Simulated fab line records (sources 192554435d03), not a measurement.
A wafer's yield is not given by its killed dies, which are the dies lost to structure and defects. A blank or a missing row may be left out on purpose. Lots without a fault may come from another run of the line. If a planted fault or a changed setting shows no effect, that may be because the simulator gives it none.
Chamber matching | flow n5Finfet | uvCure-03 running N5_BEOL_M10_CURE_71: 3 sister chambers
The step cures SiCOH lowk, time 240 s. 3 wafers are shown with their chamber, then 8 later ones without.

== WAFERS WITH THEIR CHAMBER ==
wafer  | chamber | wafer_temp_C_max
L077.6 | 0       | 386.9
L079.5 | 1       | 385.8
L088.2 | 2       | 386.3

== WAFERS WITHOUT THEIR CHAMBER ==
wafer  | wafer_temp_C_max
L088.4 | 386.8
L088.6 | 385.9
L089.1 | 386.3
L089.3 | 386.3
L089.6 | 386.3
L089.2 | 386.6
L089.4 | 386.4
L089.5 | 386.9

== EACH ONE'S CHAMBER ==
wafer  | from the rows above     | in truth
L088.4 | 0                       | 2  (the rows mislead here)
L088.6 | 1                       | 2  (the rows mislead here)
L089.1 | 2                       | 2
L089.3 | 2                       | 2
L089.6 | 2                       | 2
L089.2 | can't be placed: 0 or 2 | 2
L089.4 | 2                       | 2
L089.5 | 0                       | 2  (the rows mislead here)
Correctly placed: 4 of 8. Can't be placed from these rows: 1 (the true chamber is among the candidates in 1). Number placed wrongly: 3.
How it was worked out, from the rows above alone: a wafer's distance from a chamber is the root of the sum, over the readings, of the square of ((its reading less the chamber's mean) divided by the reading's scatter). The wafer belongs to the nearest chamber; if the next one is less than 2 further off, it can't be placed. The mean given for a chamber averages the wafers shown for that chamber. The scatter (one wafer shown for each chamber): square how far every hidden wafer sits from the nearest shown wafer, average those squares and take the square root.
